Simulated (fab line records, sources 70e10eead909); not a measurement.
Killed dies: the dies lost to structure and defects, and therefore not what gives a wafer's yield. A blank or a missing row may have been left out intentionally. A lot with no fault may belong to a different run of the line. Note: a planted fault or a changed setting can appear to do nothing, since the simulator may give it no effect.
2 desks, one fault | flow nand harc | numbers are kept per desk, each desk with only its own; the story behind them comes last

== AT THE METROLOGY DESK ==
What the gauges read for every lot (on any tool): the sampled wafers with a number, averaged. If a lot's mean is further than 4 standard deviations from the usual mean, the lot is out of limits and carries the mark OUT (the distance appears in the brackets).
Columns: A = cd nm at NHARC_THIN_TSV_CD_MEAS_12, usual 1000.7 nm
lot  | first seen here | A
L845 | day 24 05:08    | 1000.3
L855 | day 29 19:19    | 997.9
L859 | day 30 06:17    | 999.4
L863 | day 31 10:26    | 999.7
L862 | day 31 11:33    | 1004.0
Result from this desk: across the 5 lots, nothing is out of limits.

== AT THE TOOL OWNER'S DESK: rie diel-05 ==
The tool's own readings at NHARC_THIN_TSV_ETCH_44 (etches the open film in CF4/O2, target depth 1594.2 nm, time 797.1 s): means of the sampled wafers that have a number, for each lot that ran on this tool. If a lot's mean is further than 4 standard deviations from the usual mean, the lot is out of limits and carries the mark OUT (the distance appears in the brackets).
Columns: A = drypump motor current A at NHARC_THIN_TSV_ETCH_44, usual 5.8 A; B = oes product au at NHARC_THIN_TSV_ETCH_44, usual 1.001 a.u.; C = rf fwd power W at NHARC_THIN_TSV_ETCH_44, usual 299.8 W; D = rf vpp V at NHARC_THIN_TSV_ETCH_44, usual 795 V; E = showerhead plenum p Torr at NHARC_THIN_TSV_ETCH_44, usual 1.85 Torr; F = throttle valve pct at NHARC_THIN_TSV_ETCH_44, usual 16.916 %
lot  | first seen here | A   | B               | C                       | D   | E    | F
L845 | day 24 05:22    | 5.7 | 0.999           | 299.9                   | 790 | 1.78 | 16.910
L855 | day 29 19:44    | 5.6 | 0.761 (-22) OUT | 180.1 (-99 or more) OUT | 793 | 1.80 | 16.913
L862 | day 31 11:49    | 5.7 | 0.993           | 300.1                   | 792 | 1.80 | 16.920
This desk finds L855 out of limits, L855 being first, at day 29 19:44 (oes product au at NHARC_THIN_TSV_ETCH_44). L845, L862 stayed within limits.

== TAKEN TOGETHER ==
On L855, at day 29 19:44, an alarm was possible from the tool owner's desk.
Nothing out of limits was seen by the metrology desk.
The metrology desk holds a record of L855, inside its limits.
On rie diel-05, each named lot ran NHARC_THIN_TSV_ETCH_44.

== WHAT HAD BEEN PUT IN BY THE SIMULATOR ==
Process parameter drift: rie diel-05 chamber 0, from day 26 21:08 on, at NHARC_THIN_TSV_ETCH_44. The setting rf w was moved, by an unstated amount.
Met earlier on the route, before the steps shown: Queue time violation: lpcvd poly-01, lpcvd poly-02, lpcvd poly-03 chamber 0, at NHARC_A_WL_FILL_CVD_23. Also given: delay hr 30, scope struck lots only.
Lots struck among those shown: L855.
How many hours passed from the start of the fault until each desk's first out-of-limits reading: the tool owner's desk, 71.
